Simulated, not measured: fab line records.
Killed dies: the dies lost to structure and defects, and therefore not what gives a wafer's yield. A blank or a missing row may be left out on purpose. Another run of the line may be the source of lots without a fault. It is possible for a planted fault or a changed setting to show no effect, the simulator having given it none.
fab line records	flow nand_harc
record: lots: 14	wafers: 42	last_day: 24
route steps=1159 shown P_STI@87 P_GATE@132
lots with no fault: from the same line, run without faults
start_h: hours from the record's opening day to when the first of the lot's shown wafers began	wait_h: hours since the lot's step before	" same as the row above	L1.1+2: a row that stands for several wafers	- either no value or no given start	* or withheld: withheld	< > ~ a bound
route shown NAME@n: a module of which the file shows steps, and the number in the route of the first	usual: mean and standard deviation over wafers with no fault	same: alike in all rows	chamber/n: place in a boat	sites: readings site by site	_std_site: standard deviation of those values	_edge_site: the outer-site mean with the inner-site mean subtracted	radius_mm: how far each site lies from the wafer's centre	mask NAME#n: copy n	behind: the last tool/chamber to shape the wafer	hold: why the lot went on hold/how many hours it stayed there/how the hold came to an end	device: whichever transistor did not switch (one of n, p or np)	end of line: at the end of the route, the tests of the same wafers	a step given without rows: its recipe and nothing more	killed: not the wafer's yield, but the dies lost to structure and defects at the first sort	map: shows each die of a wafer: x if killed, . if not, _ if none is there
set.NAME: the setting as run; set.NAME@STEP: as run at that earlier step	model.NAME: the simulator's own value behind a step, which no gauge read
steps of the route over a sample of lots; a table a step, a row a wafer
services: the hour from which a tool's chamber was out of use, counted from the record's first day as start_h (under 0 if before that day), plus the number of hours and why
== steps ==
step: NHARC_P_STI_DESCUM_14
recipe: time_s: 3	o2_flow_sccm: 200	ar_flow_sccm: 0	bias_power_w: 0	chemistry: O2
usual: drypump_motor_current_A: 5.7/0.35	oes_product_au: 0.997/0.01	rf_vpp_V: 57.8/0.92	showerhead_plenum_p_Torr: 1.93/0.066	throttle_valve_pct: 11.310/0.0088
lot.wafer	tool	chamber	start_h	wait_h	drypump_motor_current_A	oes_product_au	rf_hours_counter_h	rf_vpp_V	showerhead_plenum_p_Torr	throttle_valve_pct
L744.2	rie_diel-10	0	46.64	-	5.7	1.002	1.6	55.9	1.90	11.318
L744.1	"	1	"	"	5.7	1.007	1.4	58.1	1.95	11.311
L744.4	"	2	"	"	5.5	0.996	1.5	57.8	1.98	11.300
L745.3	rie_diel-05	2	46.79	-	5.7	0.988	2.8	57.3	1.79	11.311
L745.4	"	0	"	"	5.3	0.990	3.5	58.3	2.02	11.309
L745.5	"	3	"	"	6.5	1.000	-	57.8	1.92	11.306
L747.4	rie_diel-03	1	56.12	-	5.8	0.971	0.2	58.1	1.89	11.307
L747.2	"	2	"	"	5.7	0.974	0.3	59.6	1.97	11.301
L747.5	"	0	"	"	6.0	0.999	-	59.0	1.88	11.323
L746.3	rie_diel-05	1	56.28	-	6.2	0.989	3.3	58.3	1.94	11.330
L746.2	"	2	"	"	5.6	0.979	3.3	57.9	1.79	11.313
L746.4	"	3	"	"	6.5	1.002	4.0	58.4	1.92	11.308
L748.1	rie_diel-10	3	66.42	-	5.6	1.003	2.4	58.6	1.97	11.306
L748.4	"	0	"	"	5.7	1.002	2.3	58.0	1.90	11.296
L748.5	"	3	"	"	5.6	1.011	-	57.5	1.97	11.305
L749.3	rie_diel-03	3	70.90	-	4.8	0.984	0.6	57.1	2.07	11.291
L749.6	"	3	"	"	4.8	0.988	-	58.7	2.07	11.318
L749.5	"	0	"	"	5.9	0.993	-	54.7	1.88	11.318
L751.2	rie_diel-03	3	87.72	-	4.8	1.003	0.8	57.5	2.07	11.313
L751.3	"	0	"	"	5.9	1.007	0.7	56.1	1.88	11.314
L751.6	"	2	"	"	5.7	0.981	-	57.9	1.97	11.317
L752.2	rie_diel-10	3	87.86	-	5.6	0.997	2.9	58.0	1.97	11.307
L752.1	"	1	"	"	5.7	1.014	2.8	59.5	1.95	11.312
L752.5	"	3	"	"	5.6	1.015	-	55.9	1.97	11.296
L753.1	rie_diel-03	1	97.84	-	5.8	1.004	1.1	57.4	1.89	11.307
L753.2	"	2	"	"	5.7	0.996	1.1	57.1	1.97	11.306
L753.5	"	1	"	"	5.8	1.000	-	57.3	1.89	11.315
L755.2	rie_diel-10	3	112.42	-	5.6	1.011	3.8	58.9	1.97	11.312
L755.3	"	0	"	"	5.7	0.998	3.6	57.1	1.90	11.309
L755.4	"	1	"	"	5.8	1.005	3.6	58.4	1.95	11.311
L756.3	rie_diel-05	2	112.58	-	5.6	0.987	7.2	56.3	1.79	11.311
L756.1	"	3	"	"	6.4	0.995	7.6	58.8	1.92	11.294
L756.2	"	1	"	"	6.2	1.004	7.2	58.3	1.94	11.302
L757.2	rie_diel-03	1	128.99	-	5.8	0.996	2.1	57.4	1.89	11.318
L757.3	"	3	"	"	4.8	0.994	1.7	58.6	2.07	11.300
L757.6	"	1	"	"	5.8	0.993	-	57.1	1.89	11.292
L763.1	rie_diel-10	0	158.10	-	5.7	1.003	5.6	56.6	1.90	11.290
L763.4	"	2	"	"	5.5	1.000	5.7	58.9	1.97	11.307
L763.6	"	3	"	"	5.6	1.014	-	57.5	1.97	11.328
L764.4	rie_diel-05	1	161.33	-	6.2	1.006	10.3	57.1	1.94	11.321
L764.1	"	2	"	"	5.6	0.984	10.4	58.3	1.79	11.310
L764.6	"	2	"	"	5.6	0.981	-	57.5	1.79	11.301
step: NHARC_P_GATE_DEP_103
recipe: target_thk_a: 300	target_thk_nm: 30	temp_c: 400	flow_sccm: 200	rf_w: 350	material: SiON
usual: heater_power_w: 792/120
lot.wafer	tool	chamber	start_h	wait_h	heater_power_w
L744.2	pecvd-03	1	93.84	0.4	694
L744.1	"	2	"	"	798
L744.4	"	1	"	"	714
L745.3	pecvd-02	2	95.16	0.4	922
L745.5	"	1	"	"	623
L745.4	"	0	"	"	684
L747.2	pecvd-04	0	108.88	0.5	639
L747.4	"	0	"	"	648
L747.5	"	1	"	"	1029
L746.3	pecvd-03	1	109.20	0.4	718
L746.2	"	2	"	"	681
L746.4	"	1	"	"	718
L748.1	pecvd-04	0	115.65	0.7	618
L748.5	"	2	"	"	910
L748.4	"	0	"	"	627
L749.3	pecvd-02	1	125.23	0.4	778
L749.6	"	0	"	"	746
L749.5	"	1	"	"	730
L752.2	pecvd-02	1	140.50	0.4	610
L752.1	"	2	"	"	967
L752.5	"	2	"	"	961
L751.2	pecvd-02	1	140.80	0.6	624
L751.3	"	1	"	"	626
L751.6	"	2	"	"	886
L753.1	pecvd-04	0	159.10	0.6	587
L753.2	"	1	"	"	995
L753.5	"	2	"	"	864
L755.2	pecvd-03	1	164.06	0.4	803
L755.3	"	0	"	"	860
L755.4	"	2	"	"	720
L756.1	pecvd-04	2	164.72	0.6	894
L756.3	"	0	"	"	638
L756.2	"	1	"	"	927
L757.2	pecvd-03	0	182.73	0.4	915
L757.3	"	1	"	"	869
L757.6	"	0	"	"	924
L764.1	pecvd-03	0	210.31	0.6	864
L764.6	"	0	"	"	874
L764.4	"	2	"	"	713
L763.1	pecvd-02	1	210.97	0.6	701
L763.6	"	1	"	"	687
L763.4	"	2	"	"	939
step: NHARC_P_GATE_ETCH_114
recipe: target_depth_a: 300	overetch_a: 30	time_s: 16.5	ion_energy_ev: 100	cf4_flow_sccm: 80	o2_flow_sccm: 20	ar_flow_sccm: 0	rf_w: 300	bias_w: 100	chemistry: CF4/O2
usual: drypump_motor_current_A: 5.7/0.46	oes_product_au: 0.996/0.01	rf_vpp_V: 198.0/1.4	run_length_s: 37.8/0.38	showerhead_plenum_p_Torr: 1.35/0.058	throttle_valve_pct: 13.397/0.0089
lot.wafer	tool	chamber	start_h	wait_h	drypump_motor_current_A	oes_product_au	rf_hours_counter_h	rf_vpp_V	run_length_s	showerhead_plenum_p_Torr	throttle_valve_pct
L744.2	rie_diel-07	3	94	-	6.8	0.990	5	199.6	38.0	1.41	13.409
L744.4	"	0	"	"	5.7	0.971	6	196.6	37.6	1.27	13.400
L744.1	"	1	"	"	5.4	0.984	6	198.7	37.9	1.42	13.403
L745.3	rie_diel-07	1	96	-	5.4	0.993	7	198.6	37.8	1.42	13.388
L745.4	"	2	"	"	5.5	1.018	6	196.8	37.8	1.30	13.389
L745.5	"	0	"	"	5.7	0.985	-	196.9	37.6	1.27	13.410
L747.4	rie_diel-07	1	110	-	5.4	0.983	10	198.8	37.3	1.42	13.387
L747.2	"	2	"	"	5.5	0.998	9	199.3	37.5	1.30	13.389
L747.5	"	1	"	"	5.4	0.983	-	199.4	37.4	1.42	13.372
L746.3	rie_diel-08	0	110	-	5.5	0.982	58	198.2	37.6	1.38	13.405
L746.2	"	3	"	"	6.0	0.999	59	198.1	37.7	1.39	13.398
L746.4	"	0	"	"	5.5	0.989	-	198.2	37.7	1.38	13.391
L748.4	rie_diel-01	2	116	-	5.5	0.998	44	197.1	37.6	1.33	13.403
L748.1	"	1	"	"	5.6	1.005	49	199.1	37.4	1.35	13.391
L748.5	"	2	"	"	5.5	0.994	-	196.7	38.1	1.33	13.408
L749.3	rie_diel-01	1	126	-	5.6	1.014	53	198.8	37.6	1.35	13.392
L749.5	"	2	"	"	5.5	1.002	-	198.1	37.6	1.33	13.393
L749.6	"	3	"	"	5.0	0.993	-	199.6	38.3	1.38	13.412
L752.2	rie_diel-08	2	141	-	5.6	0.998	4	197.3	38.5	1.25	13.397
L752.1	"	1	"	"	5.2	0.997	4	196.6	37.2	1.32	13.410
L752.5	"	2	"	"	5.6	1.001	-	195.1	38.3	1.25	13.386
L751.2	rie_diel-08	0	142	-	5.5	1.006	4	197.5	38.1	1.38	13.384
L751.3	"	2	"	"	5.6	1.005	4	196.4	38.1	1.25	13.399
L751.6	"	0	"	"	5.5	1.004	-	197.7	37.7	1.38	13.386
L753.1	rie_diel-07	3	160	-	6.7	0.990	17	200.2	38.5	1.41	13.391
L753.2	"	2	"	"	5.5	0.996	19	197.3	37.6	1.30	13.408
L753.5	"	3	"	"	6.7	0.995	-	199.8	38.1	1.41	13.403
L755.3	rie_diel-08	0	165	-	5.5	0.992	15	199.0	37.5	1.37	13.399
L755.2	"	1	"	"	5.2	1.006	13	195.8	37.3	1.32	13.399
L755.4	"	0	"	"	5.5	0.982	-	198.3	37.6	1.37	13.389
L756.2	rie_diel-07	1	165	-	5.4	1.001	23	198.6	35.0	1.42	13.399
L756.3	"	3	"	"	6.8	0.995	19	200.0	36.2	1.41	13.400
L756.1	"	0	"	"	5.7	0.979	22	195.8	35.3	1.27	13.397
L757.3	rie_diel-07	0	184	-	5.7	0.991	26	196.3	35.3	1.27	13.410
L757.2	"	2	"	"	5.5	1.005	25	195.2	35.0	1.30	13.389
L757.6	"	0	"	"	5.7	0.990	-	196.8	35.8	1.27	13.383
L764.1	rie_diel-01	1	211	-	5.6	1.006	22	198.9	37.7	1.35	13.421
L764.4	"	2	"	"	5.5	0.996	22	198.4	37.6	1.33	13.385
L764.6	"	2	"	"	5.6	1.000	-	197.3	37.4	1.33	13.403
L763.1	rie_diel-08	0	212	-	5.5	0.998	34	199.0	37.9	1.37	13.402
L763.4	"	1	"	"	5.2	1.005	33	197.9	37.3	1.31	13.397
L763.6	"	1	"	"	5.2	1.007	-	196.8	37.4	1.31	13.387
step: NHARC_P_GATE_STRIP_75
recipe: power_w: 1500	temp_c: 250	chemistry: O2
usual: drypump_motor_current_A: 5.5/0.41	heater_power_w: 378/30
lot.wafer	tool	chamber	start_h	wait_h	drypump_motor_current_A	heater_power_w	rf_hours_counter_h
L744.1	plasma_asher-02	1	107.25	0.3	5.2	414	29
L744.2	"	0	"	"	6.1	382	29
L744.4	"	0	"	"	6.2	386	-
L745.4	plasma_asher-02	1	114.81	0.2	5.2	406	-
L745.3	"	0	"	"	6.1	389	-
L745.5	"	1	"	"	5.2	414	-
L747.2	plasma_asher-02	1	122.17	0.3	5.2	401	39
L747.4	"	0	"	"	6.2	382	-
L747.5	"	0	"	"	6.1	396	-
L746.2	plasma_asher-01	1	122.90	0.2	5.1	333	2
L746.3	"	0	"	"	5.3	373	-
L746.4	"	1	"	"	5.1	320	-
L748.1	plasma_asher-01	1	129.16	0.3	5.1	342	5
L748.4	"	0	"	"	5.3	383	-
L748.5	"	1	"	"	5.1	329	-
L749.3	plasma_asher-02	0	138.64	0.2	6.1	371	-
L749.6	"	0	"	"	6.2	396	-
L749.5	"	1	"	"	5.2	408	-
L752.2	plasma_asher-02	1	154.20	0.3	5.2	410	48
L752.1	"	0	"	"	6.1	385	48
L752.5	"	0	"	"	6.1	377	-
L751.2	plasma_asher-01	1	154.67	0.3	5.1	333	12
L751.3	"	1	"	"	5.1	342	-
L751.6	"	0	"	"	5.3	385	-
L753.2	plasma_asher-02	0	172.60	0.3	6.1	373	55
L753.1	"	1	"	"	5.2	410	55
L753.5	"	1	"	"	5.2	416	-
L755.2	plasma_asher-02	0	177.58	0.3	6.1	391	57
L755.3	"	0	"	"	6.1	382	-
L755.4	"	1	"	"	5.2	415	-
L756.1	plasma_asher-01	0	179.11	0.3	5.3	378	22
L756.2	"	1	"	"	5.1	339	22
L756.3	"	0	"	"	5.3	380	-
L757.2	plasma_asher-02	1	196.56	0.3	5.2	426	1
L757.3	"	0	"	"	6.2	367	-
L757.6	"	0	"	"	6.1	363	-
L764.1	plasma_asher-02	0	223.80	0.3	6.1	366	10
L764.4	"	0	"	"	6.1	366	-
L764.6	"	0	"	"	6.1	366	-
L763.1	plasma_asher-01	0	224.27	0.3	5.3	379	38
L763.4	"	0	"	"	5.3	393	-
L763.6	"	0	"	"	5.3	379	-
== services ==
tool	chamber	start_h	hours	kind
rie_diel-03	-	31.55	1.8	repair
rie_diel-07	2	36.17	1.6	repair
rie_diel-07	0	36.75	6.3	repair
pecvd-04	-	38.25	2.2	repair
rie_diel-03	-	38.30	9.0	pm
rie_diel-07	-	51.20	9.0	pm
rie_diel-08	2	68.95	1.5	repair
plasma_asher-01	-	74.99	1.2	repair
plasma_asher-02	-	85.31	1.9	repair
rie_diel-03	0	91.94	2.9	repair
rie_diel-03	3	94.19	6.5	repair
plasma_asher-01	-	106.08	9.0	pm
rie_diel-08	2	107.24	12.5	repair
rie_diel-03	3	109.33	1.4	repair
pecvd-03	-	111.49	13.0	pm
rie_diel-07	3	123.18	6.4	repair
rie_diel-08	-	124.80	9.0	pm
rie_diel-10	0	138.44	5.6	repair
pecvd-02	-	153.01	13.0	pm
rie_diel-08	2	164.66	7.4	repair
rie_diel-10	-	176.50	9.0	pm
plasma_asher-02	-	183.27	9.0	pm
rie_diel-03	1	184.57	1.3	repair
rie_diel-03	-	215.30	9.0	pm
== key ==
first_sign: step: NHARC_P_GATE_ETCH_114	reading: run_length_s	direction: down	sigmas: 6.1	usual: *	struck: *
effect none on later readings
met_at NHARC_P_GATE_ETCH_114
struck_lots L756,L757
later_rows_left_out L756.1,L756.2,L756.3,L757.2,L757.3,L757.6
sort_left_out L756.1,L756.2,L756.3,L757.2,L757.3,L757.6
tester_left_out L756,L757
not_acting_at NHARC_P_STI_DESCUM_14,NHARC_P_GATE_DEP_103,NHARC_P_GATE_STRIP_75
onset_between 160 165
fault: kind: process_parameter_drift	tool: rie_diel-07	chamber: -	onset_h: 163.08	steps: NHARC_P_GATE_ETCH_114	channel: time_s	offset: *	shape: step	end_h: 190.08	acts_in: *	stated: *
tester_left_out: of these lots the tester's yield and bins aren't shown, on N5 and GAA mostly nor the transistor test; their killed dies are dies lost to structure and defects alone, not to doping, threshold or leakage, so they don't give the yield
sort_left_out: the simulated sort isn't trusted on such a fault, so these wafers' sort isn't shown, and their yield isn't known
later_rows_left_out: the simulator's readings of these wafers behind a module that went badly wrong aren't trusted and aren't shown, but for the sort
